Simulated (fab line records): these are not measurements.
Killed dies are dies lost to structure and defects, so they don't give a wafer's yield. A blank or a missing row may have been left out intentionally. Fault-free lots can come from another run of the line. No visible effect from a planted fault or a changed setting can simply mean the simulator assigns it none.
fab line records | flow nand-harc
record lots=14 | wafers=42 | last-day=32
route steps=1302 shown P_BONDPAD@385 A_SOURCE_PLATE@416 A_ONON_D1@430 END@1302
lots untouched by any fault: they come from a run of this same line in which no faults occurred
start-h: hours from the record's first day to the start of the lot's first wafer shown | wait-h: hours from the lot's prior step to this one | " repeats the value in the row above | L1.1+2: several wafers, shown together as one row | - no value, or no start given | * or withheld: withheld | < > ~ a bound
route shown NAME@n: names a module that has steps shown in the file, with the first one's number in the route | usual: mean/standard deviation of fault-free wafers | same: alike in all rows | chamber/n: place in a boat | sites: per-site readings | _std_site: their standard deviation | _edge_site: inner sites' mean taken away from outer sites' mean | radius-mm: how far each site lies from the wafer's centre | mask NAME#n: copy n | behind: the most recent tool/chamber to have shaped the wafer | hold: reason for holding the lot/hours on hold/outcome of the hold | device: whichever transistor did not switch (one of n, p or np) | end of line: tests run on the same wafers once the route is complete | for a step that has no rows: nothing shown but its recipe | killed: count of dies lost to structure and defects at first sort (not the wafer's yield) | map: a wafer's dies, x killed, . not, _ none there
set.NAME: the setting the step ran with; set.NAME@STEP: the setting that earlier step ran with | model.NAME: the simulator's own value behind a step, which no gauge read
one table for each step of the route and one row for each wafer, over a sample of lots
services: when a tool's chamber went out of use (start-h, in hours from the record's first day, below 0 if earlier), for how many hours, and the reason
## steps
# step NHARC_P_BONDPAD_INSPECT_23
# usual raw-defect-count=311/110
lot.wafer | tool              | chamber | start-h | wait-h | raw-defect-count
L881.1    | defect-inspect-02 | -       | 137.59  | 0.0    | 666
L881.2    | "                 | -       | "       | "      | 462
L881.6    | "                 | -       | "       | "      | 286
L883.1    | defect-inspect-01 | -       | 154.49  | 0.0    | 495
L883.4    | "                 | -       | "       | "      | 614
L883.5    | "                 | -       | "       | "      | 505
L885.1    | defect-inspect-02 | -       | 179.97  | 0.0    | 560
L885.2    | "                 | -       | "       | "      | 360
L885.6    | "                 | -       | "       | "      | 495
L886.2    | defect-inspect-02 | -       | 185.24  | 0.0    | 230
L886.4    | "                 | -       | "       | "      | 169
L886.5    | "                 | -       | "       | "      | 230
L887.1    | defect-inspect-02 | -       | 196.89  | 0.0    | 171
L887.2    | "                 | -       | "       | "      | 400
L887.6    | "                 | -       | "       | "      | 310
L888.1    | defect-inspect-02 | -       | 204.68  | 0.0    | 533
L888.4    | "                 | -       | "       | "      | 433
L888.5    | "                 | -       | "       | "      | 322
L889.3    | defect-inspect-02 | -       | 218.79  | 0.0    | 234
L889.4    | "                 | -       | "       | "      | 496
L889.5    | "                 | -       | "       | "      | 212
L891.1    | defect-inspect-02 | -       | 241.54  | 0.0    | 197
L891.4    | "                 | -       | "       | "      | 378
L891.5    | "                 | -       | "       | "      | 346
L898.2    | defect-inspect-01 | -       | 303.42  | 0.0    | 159
L898.3    | "                 | -       | "       | "      | 293
L898.4    | "                 | -       | "       | "      | 180
L899.2    | defect-inspect-01 | -       | 315.94  | 0.0    | 294
L899.4    | "                 | -       | "       | "      | 293
L899.6    | "                 | -       | "       | "      | 343
L900.1    | defect-inspect-01 | -       | 326.93  | 0.0    | 290
L900.2    | "                 | -       | "       | "      | 292
L900.5    | "                 | -       | "       | "      | 305
L901.1    | defect-inspect-01 | -       | 333.74  | 0.0    | 406
L901.2    | "                 | -       | "       | "      | 351
L901.3    | "                 | -       | "       | "      | 318
L903.1    | defect-inspect-02 | -       | 355.96  | 0.0    | 333
L903.4    | "                 | -       | "       | "      | 216
L903.6    | "                 | -       | "       | "      | 365
L904.1    | defect-inspect-01 | -       | 363.28  | 0.0    | 411
L904.3    | "                 | -       | "       | "      | 413
L904.5    | "                 | -       | "       | "      | 278
# step NHARC_A_SOURCE_PLATE_THK_MEAS_09
# recipe thk-meas-gauge=ellipsometry
# usual thk-nm=9.9/1.1
lot.wafer | tool          | chamber | start-h | wait-h | thk-nm
L881.1    | film-metro-02 | -       | 147.23  | 0.4    | 10.3
L881.2    | "             | -       | "       | "      | 9.9
L881.6    | "             | -       | "       | "      | 10.9
L883.1    | film-metro-02 | -       | 162.15  | 0.4    | 9.2
L883.4    | "             | -       | "       | "      | 9.8
L883.5    | "             | -       | "       | "      | 10.1
L885.1    | film-metro-02 | -       | 190.09  | 0.4    | 10.1
L885.2    | "             | -       | "       | "      | 11.5
L885.6    | "             | -       | "       | "      | 12.7
L886.2    | film-metro-02 | -       | 196.17  | 0.4    | 8.0
L886.4    | "             | -       | "       | "      | 10.5
L886.5    | "             | -       | "       | "      | 10.1
L887.1    | film-metro-02 | -       | 206.42  | 0.4    | 10.1
L887.2    | "             | -       | "       | "      | 9.4
L887.6    | "             | -       | "       | "      | 10.0
L888.1    | film-metro-02 | -       | 214.86  | 0.4    | 12.1
L888.4    | "             | -       | "       | "      | 9.0
L888.5    | "             | -       | "       | "      | 9.8
L889.3    | film-metro-02 | -       | 228.94  | 0.4    | 11.2
L889.4    | "             | -       | "       | "      | 9.3
L889.5    | "             | -       | "       | "      | 10.3
L891.1    | film-metro-01 | -       | 253.52  | 0.4    | 10.8
L891.4    | "             | -       | "       | "      | 10.3
L891.5    | "             | -       | "       | "      | 9.6
L898.2    | film-metro-02 | -       | 313.44  | 0.4    | 9.2
L898.3    | "             | -       | "       | "      | 7.8
L898.4    | "             | -       | "       | "      | 11.1
L899.2    | film-metro-01 | -       | 326.99  | 0.4    | 9.2
L899.4    | "             | -       | "       | "      | 9.9
L899.6    | "             | -       | "       | "      | 8.9
L900.1    | film-metro-01 | -       | 336.38  | 0.4    | 10.5
L900.2    | "             | -       | "       | "      | 9.1
L900.5    | "             | -       | "       | "      | 10.8
L901.1    | film-metro-01 | -       | 343.81  | 0.4    | 9.6
L901.2    | "             | -       | "       | "      | 9.3
L901.3    | "             | -       | "       | "      | 7.9
L903.1    | film-metro-01 | -       | 366.00  | 0.4    | 12.3
L903.4    | "             | -       | "       | "      | 10.1
L903.6    | "             | -       | "       | "      | 11.1
L904.1    | film-metro-01 | -       | 374.75  | 0.4    | 7.7
L904.3    | "             | -       | "       | "      | 8.0
L904.5    | "             | -       | "       | "      | 11.9
# step NHARC_A_ONON_D1_DEP_09
# recipe target-thk-a=10000 | n2-flow-sccm=2750 | n2o-flow-sccm=2000 | nh3-flow-sccm=500 | sih4-flow-sccm=210 | temp-c=400
# usual susceptor-temp-C=400.00/0.24
lot.wafer | tool          | chamber | start-h | wait-h | susceptor-temp-C
L881.1    | pecvd-onon-02 | 0       | 161.53  | 0.1    | 399.75
L881.2    | "             | 0       | "       | "      | 400.26
L881.6    | "             | 0       | "       | "      | 399.83
L883.1    | pecvd-onon-03 | 0       | 176.86  | 0.1    | 399.48
L883.4    | "             | 0       | "       | "      | 399.58
L883.5    | "             | 0       | "       | "      | 399.83
L885.1    | pecvd-onon-01 | 0       | 204.94  | 0.1    | 400.20
L885.2    | "             | 0       | "       | "      | 400.42
L885.6    | "             | 0       | "       | "      | 400.48
L886.2    | pecvd-onon-02 | 0       | 214.39  | 0.1    | 399.79
L886.4    | "             | 0       | "       | "      | 399.87
L886.5    | "             | 0       | "       | "      | 399.80
L887.1    | pecvd-onon-02 | 0       | 220.84  | 0.1    | 399.43
L887.2    | "             | 0       | "       | "      | 399.95
L887.6    | "             | 0       | "       | "      | 400.06
L888.1    | pecvd-onon-02 | 0       | 229.11  | 0.1    | 399.76
L888.4    | "             | 0       | "       | "      | 400.27
L888.5    | "             | 0       | "       | "      | 399.84
L889.3    | pecvd-onon-02 | 0       | 243.88  | 0.2    | 400.06
L889.4    | "             | 0       | "       | "      | 400.05
L889.5    | "             | 0       | "       | "      | 400.23
L891.1    | pecvd-onon-02 | 0       | 267.84  | 0.1    | 400.22
L891.4    | "             | 0       | "       | "      | 400.24
L891.5    | "             | 0       | "       | "      | 400.53
L898.2    | pecvd-onon-03 | 0       | 325.52  | 0.1    | 400.48
L898.3    | "             | 0       | "       | "      | 400.34
L898.4    | "             | 0       | "       | "      | 400.38
L899.2    | pecvd-onon-01 | 0       | 341.81  | 0.1    | 399.93
L899.4    | "             | 0       | "       | "      | 400.41
L899.6    | "             | 0       | "       | "      | 399.86
L900.1    | pecvd-onon-01 | 0       | 350.64  | 0.1    | 399.73
L900.2    | "             | 0       | "       | "      | 399.92
L900.5    | "             | 0       | "       | "      | 399.64
L901.1    | pecvd-onon-02 | 0       | 359.98  | 0.1    | 400.20
L901.2    | "             | 0       | "       | "      | 400.19
L901.3    | "             | 0       | "       | "      | 400.28
L903.1    | pecvd-onon-01 | 0       | 381.78  | 0.1    | 399.89
L903.4    | "             | 0       | "       | "      | 399.93
L903.6    | "             | 0       | "       | "      | 399.88
L904.1    | pecvd-onon-01 | 0       | 389.02  | 0.1    | 399.80
L904.3    | "             | 0       | "       | "      | 399.74
L904.5    | "             | 0       | "       | "      | 400.06
# step NHARC_A_ONON_D1_THK_MEAS_11
# recipe thk-meas-gauge=ellipsometry
# usual thk-nm=1000/10
lot.wafer | tool          | chamber | start-h | wait-h | thk-nm
L881.1    | film-metro-01 | -       | 162.04  | -      | 994
L881.2    | "             | -       | "       | "      | 992
L881.6    | "             | -       | "       | "      | 993
L883.1    | film-metro-02 | -       | 177.37  | -      | 1013
L883.4    | "             | -       | "       | "      | 1013
L883.5    | "             | -       | "       | "      | 1011
L885.1    | film-metro-01 | -       | 205.44  | -      | 1012
L885.2    | "             | -       | "       | "      | 1013
L885.6    | "             | -       | "       | "      | 1010
L886.2    | film-metro-01 | -       | 214.85  | -      | 1021
L886.4    | "             | -       | "       | "      | 1021
L886.5    | "             | -       | "       | "      | 1019
L887.1    | film-metro-01 | -       | 221.35  | -      | 995
L887.2    | "             | -       | "       | "      | 997
L887.6    | "             | -       | "       | "      | 995
L888.1    | film-metro-02 | -       | 229.61  | -      | 1011
L888.4    | "             | -       | "       | "      | 1011
L888.5    | "             | -       | "       | "      | 1012
L889.3    | film-metro-02 | -       | 244.27  | -      | 601
L889.4    | "             | -       | "       | "      | 602
L889.5    | "             | -       | "       | "      | 600
L891.1    | film-metro-02 | -       | 268.35  | -      | 577
L891.4    | "             | -       | "       | "      | 577
L891.5    | "             | -       | "       | "      | 577
L898.2    | film-metro-01 | -       | 325.97  | -      | 1003
L898.3    | "             | -       | "       | "      | 1001
L898.4    | "             | -       | "       | "      | 1001
L899.2    | film-metro-01 | -       | 342.27  | -      | 1011
L899.4    | "             | -       | "       | "      | 1013
L899.6    | "             | -       | "       | "      | 1013
L900.1    | film-metro-02 | -       | 351.16  | -      | 980
L900.2    | "             | -       | "       | "      | 978
L900.5    | "             | -       | "       | "      | 979
L901.1    | film-metro-02 | -       | 360.49  | -      | 1004
L901.2    | "             | -       | "       | "      | 1005
L901.3    | "             | -       | "       | "      | 1007
L903.1    | film-metro-01 | -       | 382.28  | -      | 986
L903.4    | "             | -       | "       | "      | 987
L903.6    | "             | -       | "       | "      | 988
L904.1    | film-metro-01 | -       | 389.53  | -      | 1006
L904.3    | "             | -       | "       | "      | 1008
L904.5    | "             | -       | "       | "      | 1005
# step NHARC_END_SORT_01
# recipe temp-c=25
# usual killed-at-array=56/19 | killed-at-other=0.6/1 | killed-at-periphery=3.9/2.7 | killed-dies=61/19 | killed-open=3.3/1.9 | killed-short=2.4/1.7
# same gross-dies=677
lot.wafer | tool      | chamber | start-h | wait-h | killed-at-array | killed-at-other | killed-at-periphery | killed-dies | killed-open | killed-short
L889.3    | prober-02 | 0       | 639.64  | 3.1    | 669             | 0               | 8                   | 677         | 2           | 3
L889.4    | prober-02 | 0       | 640.44  | 3.4    | 671             | 0               | 6                   | 677         | 2           | 0
L889.5    | prober-02 | 0       | 641.23  | 3.7    | 675             | 0               | 2                   | 677         | 5           | 4
L891.1    | prober-02 | 0       | 666.52  | 2.5    | 672             | 2               | 3                   | 677         | 2           | 4
L891.4    | prober-02 | 0       | 668.91  | 3.4    | 674             | 1               | 2                   | 677         | 6           | 5
L891.5    | prober-02 | 0       | 669.71  | 3.7    | 673             | 2               | 2                   | 677         | 2           | 0
# killed by level:class
L889.3 A_ONON_D1:area-dep=643 A_CHANNEL_HOLE_D2:chamber-film-flake=12 P_GATE:chamber-film-flake=7 A_CHANNEL_HOLE_D1:chamber-film-flake=4 A_WL_FILL:chamber-film-flake=3 P_STI:geometric-particle:open=1 A_ONON_D1:geometric-particle:short=1 A_DECK1_JOINT:geometric-particle:short=1
L889.4 A_ONON_D1:area-dep=644 A_CHANNEL_HOLE_D2:chamber-film-flake=13 P_GATE:chamber-film-flake=5 A_CHANNEL_HOLE_D1:chamber-film-flake=5 A_CHANNEL_FILL_D1:chamber-film-flake=2 A_STAIRCASE:chamber-film-flake=2 A_WL_FILL:chamber-film-flake=2 P_M1:geometric-particle:open=1
L889.5 A_ONON_D1:area-dep=640 A_CHANNEL_HOLE_D2:chamber-film-flake=9 A_CHANNEL_FILL_D1:chamber-film-flake=4 A_CHANNEL_FILL_D2:geometric-particle:short=3 A_CHANNEL_HOLE_D1:chamber-film-flake=3 A_STAIRCASE:chamber-film-flake=3 P_GATE:chamber-film-flake=2 A_DECK1_JOINT:chamber-film-flake=2
L891.1 A_ONON_D1:area-dep=601 A_CHANNEL_HOLE_D1:chamber-film-flake=28 A_SLIT:chamber-film-flake=19 A_CHANNEL_HOLE_D2:chamber-film-flake=7 A_CONTACT:chamber-film-flake=5 A_CHANNEL_FILL_D2:geometric-particle:open=2 P_GATE:chamber-film-flake=2 A_DECK1_JOINT:chamber-film-flake=2
L891.4 A_ONON_D1:area-dep=587 A_CHANNEL_HOLE_D1:chamber-film-flake=43 A_SLIT:chamber-film-flake=19 A_CHANNEL_HOLE_D2:chamber-film-flake=8 A_M1:chamber-film-flake=3 A_CHANNEL_FILL_D2:geometric-particle:open=2 A_M1:geometric-particle:open=2 A_CONTACT:chamber-film-flake=2
L891.5 A_ONON_D1:area-dep=608 A_CHANNEL_HOLE_D1:chamber-film-flake=26 A_SLIT:chamber-film-flake=25 A_CHANNEL_HOLE_D2:chamber-film-flake=5 P_CONTACT:geometric-particle:open=2 A_DECK1_JOINT:chamber-film-flake=2 A_CONTACT:chamber-film-flake=2 A_M1:chamber-film-flake=2
## services
tool          | chamber | start-h | hours | kind
pecvd-onon-02 | -       | 185.00  | 13.0  | pm
pecvd-onon-03 | -       | 227.00  | 13.0  | pm
pecvd-onon-01 | -       | 269.12  | 13.0  | pm
pecvd-onon-03 | -       | 344.37  | 14.3  | repair
pecvd-onon-02 | -       | 366.00  | 13.0  | pm
## key
first-sign step=NHARC_A_ONON_D1_THK_MEAS_11 | reading=thk-nm | direction=down | sigmas=39 | usual=1000 | struck=589
effect step=NHARC_END_SORT_01 | reading=killed-dies | direction=up | sigmas=33 | usual=61 | struck=677
more-kills-born-at NHARC_A_ONON_D1_DEP_09@pecvd-onon-02=3723
met-at NHARC_A_ONON_D1_DEP_09
struck-lots L889,L891
struck-wafers L889.3,L889.4,L889.5,L891.1,L891.4,L891.5
later-rows-left-out L889.3,L889.4,L889.5,L891.1,L891.4,L891.5
tester-left-out L889,L891
not-acting-at NHARC_P_BONDPAD_INSPECT_23,NHARC_A_SOURCE_PLATE_THK_MEAS_09
onset-between 229.11 243.88
fault kind=process-parameter-drift | tool=pecvd-onon-02 | chamber=0 | onset-h=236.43 | steps=NHARC_A_ONON_D1_DEP_09 | channel=target-thk-a | offset=* | shape=step | end-h=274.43 | acts-in=* | stated=*
# tester-left-out: of these lots the tester's yield and bins aren't shown, on N5 and GAA mostly nor the transistor test; their killed dies are dies lost to structure and defects alone, not to doping, threshold or leakage, so they don't give the yield
# later-rows-left-out: the simulator's readings of these wafers behind a module that went badly wrong aren't trusted and aren't shown, but for the sort
